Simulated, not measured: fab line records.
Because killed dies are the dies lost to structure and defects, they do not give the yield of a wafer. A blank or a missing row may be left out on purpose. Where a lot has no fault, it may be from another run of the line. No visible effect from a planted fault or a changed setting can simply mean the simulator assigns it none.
Which tool was responsible? / flow nandHarc / 45 wafers from 15 lots sampled at 3 of the route's 1159 steps

## WHAT THE GAUGES SHOWED, per wafer
NHARC_A_CONTACT_CD_MEAS_08 targets a cd of 100 nm. Usual: cdNm at 100.1 nm, with a standard deviation of 0.41.
lot=L316; measured=day 17 00:47; on=cdSem-02; cdNm (nm)=100.2 100.1 100.2; flag=
lot=L314; measured=day 17 05:30; on=cdSem-01; cdNm (nm)=100.2 99.6 99.7; flag=
lot=L319; measured=day 17 13:47; on=cdSem-01; cdNm (nm)=100.3 101.0 100.6; flag=
lot=L320; measured=day 17 20:52; on=cdSem-01; cdNm (nm)=99.8 100.5 99.5; flag=
lot=L326; measured=day 20 04:50; on=cdSem-01; cdNm (nm)=99.3 99.4 99.6; flag=
lot=L327; measured=day 20 11:14; on=cdSem-03; cdNm (nm)=98.9 99.8 100.4; flag=
lot=L331; measured=day 20 23:37; on=cdSem-01; cdNm (nm)=100.1 100.1 99.8; flag=
lot=L329; measured=day 21 03:38; on=cdSem-03; cdNm (nm)=- - -; flag=OFF
lot=L328; measured=day 21 08:06; on=cdSem-02; cdNm (nm)=- - -; flag=OFF
lot=L333; measured=day 21 10:23; on=cdSem-02; cdNm (nm)=100.7 100.5 100.8; flag=
lot=L332; measured=day 21 15:28; on=cdSem-03; cdNm (nm)=- - -; flag=OFF
lot=L334; measured=day 21 16:42; on=cdSem-01; cdNm (nm)=100.6 100.5 100.4; flag=
lot=L336; measured=day 21 17:47; on=cdSem-03; cdNm (nm)=100.2 100.4 100.6; flag=
lot=L335; measured=day 21 22:20; on=cdSem-01; cdNm (nm)=99.7 100.6 100.4; flag=
lot=L337; measured=day 22 20:08; on=cdSem-03; cdNm (nm)=100.2 100.6 100.7; flag=

## WHAT TOOL EACH LOT RAN ON (gives the tool, then ch and the chambers of the sampled wafers, and finally the start)
lot=L316; NHARC_A_CONTACT_ETCH_129=harCapEtch-03 ch 0,1, day 16 20:20; NHARC_A_CONTACT_PEB_06=lithoTrack-06 ch 0, day 17 00:42
lot=L314; NHARC_A_CONTACT_ETCH_129=harCapEtch-01 ch 0,1, day 17 00:55; NHARC_A_CONTACT_PEB_06=lithoTrack-04 ch 0, day 17 05:25
lot=L319; NHARC_A_CONTACT_ETCH_129=harCapEtch-03 ch 0, day 17 09:04; NHARC_A_CONTACT_PEB_06=lithoTrack-06 ch 0, day 17 13:43
lot=L320; NHARC_A_CONTACT_ETCH_129=harCapEtch-03 ch 0,1, day 17 14:37; NHARC_A_CONTACT_PEB_06=lithoTrack-04 ch 0, day 17 20:48
lot=L326; NHARC_A_CONTACT_ETCH_129=harCapEtch-02 ch 1, day 20 00:05; NHARC_A_CONTACT_PEB_06=lithoTrack-04 ch 0, day 20 04:45
lot=L327; NHARC_A_CONTACT_ETCH_129=harCapEtch-03 ch 0,1, day 20 04:46; NHARC_A_CONTACT_PEB_06=lithoTrack-04 ch 0, day 20 11:08
lot=L331; NHARC_A_CONTACT_ETCH_129=harCapEtch-02 ch 0,1, day 20 15:20; NHARC_A_CONTACT_PEB_06=lithoTrack-06 ch 0, day 20 23:32
lot=L329; NHARC_A_CONTACT_ETCH_129=harCapEtch-03 ch 0, day 20 20:19; NHARC_A_CONTACT_PEB_06=lithoTrack-04, day 21 03:33
lot=L328; NHARC_A_CONTACT_ETCH_129=harCapEtch-01 ch 0,1, day 20 21:14; NHARC_A_CONTACT_PEB_06=lithoTrack-06, day 21 08:01
lot=L333; NHARC_A_CONTACT_ETCH_129=harCapEtch-03 ch 0,1, day 21 02:07; NHARC_A_CONTACT_PEB_06=lithoTrack-01 ch 0, day 21 10:18
lot=L332; NHARC_A_CONTACT_ETCH_129=harCapEtch-02 ch 0,1, day 21 09:23; NHARC_A_CONTACT_PEB_06=lithoTrack-06, day 21 15:23
lot=L334; NHARC_A_CONTACT_ETCH_129=harCapEtch-01 ch 0, day 21 11:22; NHARC_A_CONTACT_PEB_06=lithoTrack-06 ch 0, day 21 16:37
lot=L336; NHARC_A_CONTACT_ETCH_129=harCapEtch-02 ch 0,1, day 21 13:07; NHARC_A_CONTACT_PEB_06=lithoTrack-01 ch 0, day 21 17:42
lot=L335; NHARC_A_CONTACT_ETCH_129=harCapEtch-01 ch 0,1, day 21 16:46; NHARC_A_CONTACT_PEB_06=lithoTrack-04 ch 0, day 21 22:16
lot=L337; NHARC_A_CONTACT_ETCH_129=harCapEtch-02 ch 0,1, day 22 14:45; NHARC_A_CONTACT_PEB_06=lithoTrack-01 ch 0, day 22 20:03
- NHARC_A_CONTACT_ETCH_129: etches the open film in C4F8/O2/Ar, time 155 s, target depth 956 nm.
- NHARC_A_CONTACT_PEB_06: peb time 65 s.

## AS READ BY THE TOOLS THEMSELVES (means over the sampled wafers that have a number; for cases with no such wafer, the mark the record gives instead)
NHARC_A_CONTACT_PEB_06. Usual: chillPlateTempC 22.99 C, standard deviation 0.093; exhaustPa 45.0 Pa, standard deviation 0.81; plateTempC 100.02 C, standard deviation 0.12; resistLineTempC 23.00 C, standard deviation 0.1.
lot=L316; tool=lithoTrack-06; chillPlateTempC (C)=23.08; exhaustPa (Pa)=45.4; plateTempC (C)=100.00; resistLineTempC (C)=22.96; flag=
lot=L314; tool=lithoTrack-04; chillPlateTempC (C)=23.01; exhaustPa (Pa)=44.8; plateTempC (C)=99.91; resistLineTempC (C)=23.08; flag=
lot=L319; tool=lithoTrack-06; chillPlateTempC (C)=23.01; exhaustPa (Pa)=44.8; plateTempC (C)=100.05; resistLineTempC (C)=22.95; flag=
lot=L320; tool=lithoTrack-04; chillPlateTempC (C)=22.94; exhaustPa (Pa)=44.0; plateTempC (C)=99.91; resistLineTempC (C)=23.03; flag=
lot=L326; tool=lithoTrack-04; chillPlateTempC (C)=23.00; exhaustPa (Pa)=45.9; plateTempC (C)=100.02; resistLineTempC (C)=23.04; flag=
lot=L327; tool=lithoTrack-04; chillPlateTempC (C)=22.95; exhaustPa (Pa)=44.7; plateTempC (C)=100.00; resistLineTempC (C)=22.96; flag=
lot=L331; tool=lithoTrack-06; chillPlateTempC (C)=23.05; exhaustPa (Pa)=45.4; plateTempC (C)=100.03; resistLineTempC (C)=22.87; flag=
lot=L329; tool=lithoTrack-04; chillPlateTempC (C)=-; exhaustPa (Pa)=-; plateTempC (C)=-; resistLineTempC (C)=-; flag=OFF
lot=L328; tool=lithoTrack-06; chillPlateTempC (C)=-; exhaustPa (Pa)=-; plateTempC (C)=-; resistLineTempC (C)=-; flag=OFF
lot=L333; tool=lithoTrack-01; chillPlateTempC (C)=22.92; exhaustPa (Pa)=44.2; plateTempC (C)=100.01; resistLineTempC (C)=23.00; flag=
lot=L332; tool=lithoTrack-06; chillPlateTempC (C)=-; exhaustPa (Pa)=-; plateTempC (C)=-; resistLineTempC (C)=-; flag=OFF
lot=L334; tool=lithoTrack-06; chillPlateTempC (C)=22.81; exhaustPa (Pa)=43.8; plateTempC (C)=100.03; resistLineTempC (C)=23.09; flag=
lot=L336; tool=lithoTrack-01; chillPlateTempC (C)=23.12; exhaustPa (Pa)=45.7; plateTempC (C)=100.00; resistLineTempC (C)=22.80; flag=
lot=L335; tool=lithoTrack-04; chillPlateTempC (C)=22.97; exhaustPa (Pa)=45.2; plateTempC (C)=99.91; resistLineTempC (C)=22.94; flag=
lot=L337; tool=lithoTrack-01; chillPlateTempC (C)=22.95; exhaustPa (Pa)=44.3; plateTempC (C)=99.94; resistLineTempC (C)=22.98; flag=

## THE ANSWER, worked out from the rows above alone
Rule: take the mean of a lot's wafers that have a number; if it is more than 3 standard deviations from the usual mean, the lot is off. Also off: a lot with no number at a reading for which 4 or more lots have one. Any other lot the step has rows for is counted as sound. After the gauges, taken in route order, come the tools' own readings; for these a lot's mean is taken, as printed above. At the first step where some lot is off, the reading lying furthest off is the one used; lots without a number count as furthest.
Off, at NHARC_A_CONTACT_CD_MEAS_08 on cdNm: L329, L328, L332. Without a number there: L329, L328, L332.
A tool fits if, at a process step before that reading, it ran every lot that is off, and no sound lot after the first of them. The gauges at NHARC_A_CONTACT_CD_MEAS_08 aren't tried: what is off there is off at NHARC_A_CONTACT_PEB_06 too, on other tools, and a gauge's error can't cause that. None of those tried fits.

## WHAT THE SIMULATOR HAD INSERTED
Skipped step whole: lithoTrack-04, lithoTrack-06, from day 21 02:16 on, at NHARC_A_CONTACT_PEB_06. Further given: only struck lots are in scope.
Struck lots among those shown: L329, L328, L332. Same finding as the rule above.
